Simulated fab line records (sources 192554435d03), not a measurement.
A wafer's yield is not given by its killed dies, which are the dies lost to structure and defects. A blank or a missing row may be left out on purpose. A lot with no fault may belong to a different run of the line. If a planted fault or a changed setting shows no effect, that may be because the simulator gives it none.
fab line records | flow n5-finfet
record lots=14 wafers=42 last-day=18
route steps=1938 shown HKMG_FIN@401
lots that met no fault: taken from a fault-free run of the same line
start-h: hours from the record's first day to the start of the lot's first wafer shown | wait-h: hours from the lot's prior step to this one | " same as the row above | L1.1+2: one row covering several wafers at once | - no value present, or no start provided | * or withheld: withheld | < > ~ a bound
route shown NAME@n: a module of which the file shows steps, and the number in the route of the first | usual: average and standard deviation across the fault-free wafers | same: alike in all rows | chamber/n: place in a boat | sites: per-site readings | _std_site: standard deviation of those values | _edge_site: mean of outer sites minus mean of inner sites | radius-mm: for every site, how far away it sits from the centre of the wafer | mask NAME#n: copy n | behind: tool/chamber where the wafer was last shaped | hold: why the lot was held/for how many hours/how that ended | device: the transistor (n, p or np) that didn't switch | end of line: at the end of the route, the tests of the same wafers | where a step has no rows: the recipe by itself | killed: dies lost to structure and defects at the first sort, not the wafer's yield | map: dies across one wafer; x = killed, . = not, _ = none there
set.NAME: setting as actually run; set.NAME@STEP: the setting as run at that earlier step | model.NAME: the simulator's own value behind a step, which no gauge read
steps of the route over a sample of lots; a table a step, a row a wafer
services: a tool's chamber out of use, with start hour (start-h, from the record's first day; less than 0 if before it), hours out, and reason
## steps
# step N5_HKMG_FIN_DESCUM_53
# recipe chemistry=O2 time-s=7.9 source-power-w=50 bias-power-w=20 pressure-mtorr=20 rf-frequency-hz=2.712e+07 temp-c=40 resist=CAR-ArF o2-flow-sccm=225
# usual drypump-motor-current-A=5.9/0.55 oes-product-au=0.78/0.087 rf-vpp-V=243.4/1.6 showerhead-plenum-p-Torr=2.11/0.084 throttle-valve-pct=20.36/0.27
# same time-s=7.9
# columns lot.wafer tool chamber start-h wait-h drypump-motor-current-A oes-product-au rf-hours-counter-h rf-vpp-V showerhead-plenum-p-Torr throttle-valve-pct
L233.2 rie-diel-02 3 77.54 0.0 6.0 0.69 253 240.7 1.99 20.78
L233.3 " 0 " " 6.2 0.74 166 244.6 2.17 20.01
L233.5 " 2 " " 5.7 0.86 - 243.9 2.12 20.28
L234.1 rie-diel-05 0 85.30 0.4 5.6 0.70 211 244.5 2.17 20.72
L234.2 " 2 " " 5.6 0.75 159 244.1 2.18 20.61
L234.5 " 0 " " 5.6 0.71 - 243.3 2.17 20.74
L237.2 rie-diel-01 2 102.91 0.0 4.9 0.74 165 242.0 2.01 20.41
L237.3 " 0 " " 6.8 0.76 140 243.7 2.09 20.48
L237.4 " 1 " " 6.1 0.84 66 244.3 2.22 20.45
L239.2 rie-diel-02 3 114.65 0.2 5.9 0.97 12 245.1 2.25 20.54
L239.5 " 2 " " 5.7 0.84 - 243.6 2.11 20.32
L239.6 " 0 " " 6.2 0.73 - 245.5 2.16 20.05
L244.3 rie-diel-02 1 145.97 0.0 6.5 0.96 10 245.0 2.22 19.92
L244.4 " 0 " " 6.3 0.72 194 242.6 2.16 20.07
L244.5 " 2 " " 5.6 0.82 - 244.4 2.11 20.33
L245.1 rie-diel-02 2 150.77 0.0 5.6 0.82 76 243.2 2.11 20.32
L245.4 " 0 " " 6.3 0.72 195 244.1 2.15 20.07
L245.5 " 3 " " 6.0 0.95 - 245.9 2.24 20.56
L248.2 rie-diel-01 1 167.99 0.0 6.2 0.82 88 245.2 2.21 20.48
L248.4 " 0 " " 6.8 0.74 - 241.9 2.08 20.51
L248.6 " 1 " " 6.1 0.83 - 244.6 2.21 20.48
L249.1 rie-diel-05 0 175.74 0.0 5.6 0.68 240 244.8 2.16 20.77
L249.5 " 3 " " 6.2 0.72 - 241.0 2.00 20.49
L249.6 " 0 " " 5.6 0.68 - 242.9 2.16 20.79
L250.4 rie-diel-01 0 178.92 0.1 6.8 0.74 167 243.8 2.08 20.52
L250.5 " 0 " " 6.8 0.73 - 240.9 2.08 20.50
L250.6 " 3 " " 5.1 0.84 - 242.8 2.02 19.97
L251.2 rie-diel-02 0 188.08 0.0 6.2 0.71 208 244.1 2.15 20.08
L251.4 " 2 " " 5.7 0.80 89 244.2 2.10 20.36
L251.5 " 2 " " 5.7 0.80 - 244.3 2.10 20.35
L252.2 rie-diel-05 3 191.16 0.0 6.2 0.71 238 241.0 1.99 20.48
L252.4 " 1 " " 6.5 0.71 206 242.3 2.06 19.98
L252.6 " 2 " " 5.5 0.72 - 243.8 2.17 20.67
L253.1 rie-diel-05 3 195.06 0.3 6.2 0.71 239 240.0 1.99 20.51
L253.4 " 1 " " 6.5 0.70 207 243.0 2.06 19.99
L253.5 " 0 " " 5.7 0.67 - 243.8 2.16 20.79
L254.2 rie-diel-01 2 207.01 0.0 4.9 0.71 202 242.1 1.99 20.49
L254.4 " 3 " " 5.1 0.83 61 241.3 2.02 19.97
L254.6 " 2 " " 4.9 0.71 - 241.6 1.99 20.49
L255.4 rie-diel-05 2 212.11 0.0 5.6 0.71 - 243.9 2.16 20.67
L255.5 " 3 " " 6.2 0.71 - 242.2 1.99 20.50
L255.6 " 1 " " 6.5 0.70 - 242.4 2.05 19.99
# step N5_HKMG_FIN_STRIP_93
# recipe chemistry=N2/H2 material=SOC time-s=20 power-w=500 temp-c=40 pressure-mtorr=50 rf-frequency-hz=6e+07 bias-power-w=8 h2-frac=0.5 n2-flow-sccm=300 h2-flow-sccm=300
# usual drypump-motor-current-A=5.9/0.55 h2-flow-sccm=300.1/1 oes-product-au=0.78/0.088 rf-vpp-V=54.4/0.9 showerhead-plenum-p-Torr=3.39/0.12 throttle-valve-pct=19.0/0.42
# same time-s=20
# columns lot.wafer tool chamber start-h wait-h drypump-motor-current-A h2-flow-sccm oes-product-au rf-hours-counter-h rf-vpp-V showerhead-plenum-p-Torr throttle-valve-pct
L233.2 rie-diel-02 3 78.27 0.2 5.9 299.5 0.69 253 53.8 3.16 18.9
L233.3 " 0 " " 6.3 298.7 0.74 166 54.7 3.48 18.6
L233.5 " 2 " " 5.7 298.4 0.87 - 53.5 3.43 19.6
L234.1 rie-diel-05 0 86.03 0.2 5.6 299.7 0.71 212 55.9 3.44 19.2
L234.2 " 2 " " 5.6 298.6 0.73 159 55.5 3.49 19.4
L234.5 " 0 " " 5.6 302.1 0.71 - 54.8 3.44 19.2
L237.2 rie-diel-01 2 103.63 0.2 4.9 300.9 0.73 165 52.9 3.23 19.1
L237.3 " 0 " " 6.8 301.2 0.75 141 54.8 3.35 18.7
L237.4 " 1 " " 6.1 298.3 0.86 66 53.8 3.55 19.4
L239.2 rie-diel-02 3 115.37 0.2 6.0 299.8 0.97 12 56.9 3.56 18.6
L239.5 " 2 " " 5.7 301.6 0.84 - 54.3 3.42 19.7
L239.6 " 0 " " 6.2 300.9 0.72 - 54.1 3.47 18.6
L244.3 rie-diel-02 1 146.70 0.2 6.5 301.5 0.94 11 55.3 3.57 18.6
L244.4 " 0 " " 6.2 299.9 0.71 194 55.0 3.46 18.6
L244.5 " 2 " " 5.7 300.6 0.82 - 54.9 3.41 19.7
L245.1 rie-diel-02 2 151.49 0.2 5.7 301.0 0.82 76 53.5 3.41 19.7
L245.4 " 0 " " 6.3 298.7 0.71 196 53.3 3.46 18.6
L245.5 " 3 " " 6.0 300.4 0.94 - 55.7 3.55 18.6
L248.2 rie-diel-01 1 168.72 0.2 6.1 299.3 0.83 88 55.6 3.54 19.5
L248.4 " 0 " " 6.8 300.0 0.73 - 53.6 3.34 18.7
L248.6 " 1 " " 6.2 300.6 0.83 - 54.6 3.54 19.5
L249.1 rie-diel-05 0 176.47 0.2 5.6 300.2 0.68 241 56.1 3.42 19.3
L249.5 " 3 " " 6.2 301.4 0.73 - 55.2 3.18 19.2
L249.6 " 0 " " 5.6 300.0 0.68 - 54.2 3.42 19.3
L250.4 rie-diel-01 0 179.64 0.2 6.8 299.0 0.73 168 53.7 3.33 18.7
L250.5 " 0 " " 6.8 299.7 0.73 - 53.9 3.33 18.7
L250.6 " 3 " " 5.1 299.1 0.86 - 52.8 3.29 18.5
L251.2 rie-diel-02 1 188.81 0.2 6.6 302.8 0.90 25 55.9 3.57 18.7
L251.4 " 1 " " 6.5 302.5 0.90 - 54.0 3.57 18.7
L251.5 " 2 " " 5.7 297.3 0.81 - 53.0 3.41 19.7
L252.2 rie-diel-05 3 191.88 0.2 6.2 299.2 0.73 238 53.1 3.17 19.2
L252.4 " 1 " " 6.5 299.9 0.71 206 54.0 3.34 18.6
L252.6 " 2 " " 5.6 300.8 0.72 - 54.6 3.47 19.5
L253.1 rie-diel-05 3 195.78 0.2 6.2 299.6 0.72 239 53.6 3.17 19.2
L253.4 " 1 " " 6.5 300.3 0.70 208 52.4 3.34 18.6
L253.5 " 0 " " 5.6 300.0 0.68 - 54.4 3.42 19.3
L254.2 rie-diel-01 2 207.74 0.2 4.9 300.3 0.71 203 54.7 3.21 19.2
L254.4 " 3 " " 5.1 300.1 0.85 62 55.2 3.28 18.6
L254.6 " 2 " " 4.9 300.4 0.71 - 53.0 3.21 19.2
L255.4 rie-diel-05 2 212.85 0.0 5.6 300.2 0.70 - 55.4 3.47 19.5
L255.5 " 3 " " 6.3 300.1 0.72 - 53.8 3.17 19.2
L255.6 " 1 " " 6.5 300.2 0.70 - 53.6 3.34 18.5
# step N5_HKMG_FIN_EXPOSE_09
# recipe mask-id=NWFM na=1.35 source-shape=conventional sigma-outer=0.8 polarization=unpolarized target-cd-nm=98 dose-mj=39.25
# usual exposure-dose-mJ-cm2=39.24/0.037 focus-offset-nm=0.1/0.5
# columns lot.wafer tool chamber start-h wait-h mask exposure-dose-mJ-cm2 focus-offset-nm
L233.2 arfi-scanner-01 0 80.70 - NWFM#0 39.28 0.2
L233.3 " 0 " " NWFM#0 39.28 0.0
L233.5 " 0 " " NWFM#0 39.22 0.3
L234.1 arfi-scanner-01 0 88.34 - NWFM#0 39.22 0.1
L234.2 " 0 " " NWFM#0 39.25 0.0
L234.5 " 0 " " NWFM#0 39.18 0.0
L237.2 arfi-scanner-02 0 106.24 - NWFM#0 39.27 -0.4
L237.3 " 0 " " NWFM#0 39.27 -0.1
L237.4 " 0 " " NWFM#0 39.22 -0.8
L239.2 arfi-scanner-02 0 117.71 - NWFM#0 39.20 0.2
L239.5 " 0 " " NWFM#0 39.21 0.2
L239.6 " 0 " " NWFM#0 39.23 1.0
L244.3 arfi-scanner-01 - 149.14 - NWFM#0 - -
L244.4 " - " " NWFM#0 - -
L244.5 " - " " NWFM#0 - -
L245.1 arfi-scanner-02 - 153.97 - NWFM#0 - -
L245.4 " - " " NWFM#0 - -
L245.5 " - " " NWFM#0 - -
L248.2 arfi-scanner-03 0 171.17 - NWFM#0 39.27 0.6
L248.4 " 0 " " NWFM#0 39.23 0.1
L248.6 " 0 " " NWFM#0 39.29 -0.6
L249.1 arfi-scanner-01 0 179.23 - NWFM#0 39.25 0.9
L249.5 " 0 " " NWFM#0 39.27 0.4
L249.6 " 0 " " NWFM#0 39.20 0.2
L250.4 arfi-scanner-02 0 182.10 - NWFM#0 39.22 -0.5
L250.5 " 0 " " NWFM#0 39.20 0.9
L250.6 " 0 " " NWFM#0 39.17 0.7
L251.2 arfi-scanner-01 0 191.33 - NWFM#0 39.21 0.1
L251.4 " 0 " " NWFM#0 39.20 0.3
L251.5 " 0 " " NWFM#0 39.23 -0.5
L252.2 arfi-scanner-02 0 194.34 - NWFM#0 39.22 -0.3
L252.4 " 0 " " NWFM#0 39.24 -0.8
L252.6 " 0 " " NWFM#0 39.17 0.0
L253.1 arfi-scanner-01 0 198.44 - NWFM#0 39.20 0.0
L253.4 " 0 " " NWFM#0 39.24 -0.3
L253.5 " 0 " " NWFM#0 39.23 -0.1
L254.2 arfi-scanner-01 0 210.06 - NWFM#0 39.31 0.1
L254.4 " 0 " " NWFM#0 39.27 0.1
L254.6 " 0 " " NWFM#0 39.30 0.0
L255.4 arfi-scanner-03 0 215.36 - NWFM#0 39.25 0.7
L255.5 " 0 " " NWFM#0 39.29 1.1
L255.6 " 0 " " NWFM#0 39.29 0.3
# step N5_HKMG_FIN_ETCH_35
# recipe chemistry=N2/H2 target=SOC target-depth-a=2158 ion-energy-ev=65 bias-w=5 source-w=3000 time-s=243.4 pressure-mtorr=30 n2-flow-sccm=200 h2-flow-sccm=200
# usual drypump-motor-current-A=5.9/0.58 h2-flow-sccm=200.0/0.61 oes-product-au=0.78/0.082 rf-vpp-V=141.7/1 showerhead-plenum-p-Torr=2.57/0.096 throttle-valve-pct=17.78/0.22
# same time-s=243.4
# columns lot.wafer tool chamber start-h wait-h drypump-motor-current-A h2-flow-sccm oes-product-au rf-hours-counter-h rf-vpp-V showerhead-plenum-p-Torr throttle-valve-pct
L233.2 rie-diel-01 2 81.37 0.0 4.9 200.6 0.74 158 139.5 2.44 17.87
L233.3 " 3 " " 5.1 198.7 0.91 21 141.4 2.50 17.44
L233.5 " 2 " " 4.9 199.4 0.74 - 142.6 2.44 17.88
L234.1 rie-diel-01 3 88.86 0.0 5.1 200.8 0.91 23 141.0 2.50 17.45
L234.2 " 1 " " 6.1 199.2 0.87 62 143.2 2.69 17.88
L234.5 " 0 " " 6.8 199.7 0.76 - 140.4 2.54 17.75
L237.2 rie-diel-05 0 106.75 0.0 5.6 200.1 0.69 218 142.4 2.60 18.02
L237.3 " 2 " " 5.6 200.8 0.72 165 142.9 2.64 18.06
L237.4 " 3 " " 6.2 199.5 0.74 209 139.4 2.41 17.79
L239.2 rie-diel-01 2 118.90 0.0 4.9 200.5 0.73 171 140.7 2.44 17.90
L239.5 " 3 " " 5.1 199.5 0.89 - 140.5 2.49 17.47
L239.6 " 0 " " 6.8 199.7 0.75 - 140.4 2.53 17.76
L244.3 rie-diel-05 3 149.65 0.0 6.2 199.4 0.73 224 140.7 2.40 17.83
L244.4 " 0 " " 5.6 199.3 0.68 232 140.7 2.60 18.05
L244.5 " 0 " " 5.6 201.4 0.69 - 141.3 2.60 18.03
L245.1 rie-diel-01 0 155.04 0.0 6.8 199.3 0.75 158 141.6 2.53 17.78
L245.4 " 3 " " 5.1 200.2 0.87 45 141.1 2.49 17.51
L245.5 " 2 " " 4.9 199.1 0.72 - 141.0 2.43 17.93
L248.2 rie-diel-05 2 171.68 0.0 5.6 199.9 0.71 184 140.8 2.63 18.11
L248.4 " 1 " " 6.5 200.3 0.71 199 140.3 2.53 17.55
L248.6 " 1 " " 6.5 200.0 0.72 - 141.8 2.53 17.57
L249.1 rie-diel-02 2 180.37 0.0 5.7 200.6 0.81 86 142.1 2.58 18.01
L249.5 " 0 " " 6.3 199.9 0.70 - 141.7 2.62 17.56
L249.6 " 1 " " 6.5 199.4 0.91 - 142.0 2.71 17.48
L250.4 rie-diel-02 2 182.91 0.0 5.7 199.7 0.81 87 142.3 2.58 18.01
L250.5 " 2 " " 5.7 200.3 0.82 - 140.4 2.58 18.01
L250.6 " 1 " " 6.5 200.1 0.90 - 142.3 2.71 17.47
L251.2 rie-diel-02 1 191.84 0.0 6.5 200.0 0.90 26 141.5 2.71 17.47
L251.4 " 0 " " 6.3 200.0 0.71 - 141.8 2.62 17.55
L251.5 " 1 " " 6.5 199.2 0.90 - 142.4 2.71 17.48
L252.2 rie-diel-05 2 194.85 0.0 5.6 199.6 0.70 192 142.8 2.63 18.11
L252.4 " 0 " " 5.6 199.4 0.68 247 142.1 2.59 18.08
L252.6 " 1 " " 6.5 200.0 0.71 - 140.8 2.53 17.56
L253.1 rie-diel-02 0 198.95 0.0 6.2 200.0 0.71 212 141.8 2.62 17.56
L253.4 " 1 " " 6.5 200.1 0.90 29 142.4 2.70 17.47
L253.5 " 0 " " 6.3 200.7 0.70 - 142.8 2.62 17.55
L254.2 rie-diel-01 2 210.57 0.0 4.9 200.7 0.70 203 141.4 2.42 17.96
L254.4 " 1 " " 6.2 200.6 0.82 104 142.3 2.68 17.93
L254.6 " 3 " " 5.1 200.6 0.84 - 141.2 2.48 17.53
L255.4 rie-diel-05 2 215.93 0.1 5.6 200.2 0.70 - 140.4 2.63 18.14
L255.5 " 3 " " 6.2 199.7 0.71 - 140.5 2.39 17.85
L255.6 " 1 " " 6.5 199.7 0.71 - 141.0 2.53 17.59
## services
# columns tool chamber start-h hours kind
rie-diel-02 1 54.43 23.6 repair
arfi-scanner-03 - 70.76 2.9 repair
arfi-scanner-01 - 75.87 1.0 pm
arfi-scanner-03 - 81.33 1.0 pm
arfi-scanner-03 - 87.50 3.1 pm
arfi-scanner-01 - 90.18 1.1 repair
rie-diel-02 1 90.78 3.3 repair
arfi-scanner-01 - 101.24 1.3 pm
rie-diel-05 2 107.24 8.5 repair
arfi-scanner-02 - 107.95 1.3 pm
arfi-scanner-02 - 109.77 0.8 pm
arfi-scanner-01 - 119.40 2.9 repair
arfi-scanner-01 - 130.01 0.8 pm
arfi-scanner-02 - 130.19 3.9 pm
arfi-scanner-03 - 133.31 0.8 pm
arfi-scanner-03 - 134.81 17.3 pm
arfi-scanner-03 - 153.54 1.3 pm
rie-diel-01 3 165.61 6.2 repair
arfi-scanner-01 - 170.47 3.1 pm
arfi-scanner-02 - 197.22 1.0 pm
rie-diel-01 1 200.33 1.6 repair
arfi-scanner-01 - 206.38 0.8 pm
arfi-scanner-03 - 207.35 4.0 repair
arfi-scanner-01 - 210.26 1.0 pm
## key
first-sign step=N5_HKMG_FIN_EXPOSE_09 reading=tool-record direction=missing
effect none on later readings
met-at N5_HKMG_FIN_EXPOSE_09
struck-lots L244,L245
later-rows-left-out L244.3,L244.4,L244.5,L245.1,L245.4,L245.5
sort-left-out L244.3,L244.4,L244.5,L245.1,L245.4,L245.5
not-acting-at N5_HKMG_FIN_DESCUM_53,N5_HKMG_FIN_STRIP_93,N5_HKMG_FIN_ETCH_35
onset-between 117.71 149.14
fault kind=skipped-step-whole tool=arfi-scanner-01,arfi-scanner-02 chamber=- onset-h=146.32 steps=N5_HKMG_FIN_EXPOSE_09 scope=struck-lots-only
# sort-left-out: the simulated sort isn't trusted on such a fault, so these wafers' sort isn't shown, and their yield isn't known
# later-rows-left-out: the simulator's readings of these wafers behind a module that went badly wrong aren't trusted and aren't shown, but for the sort
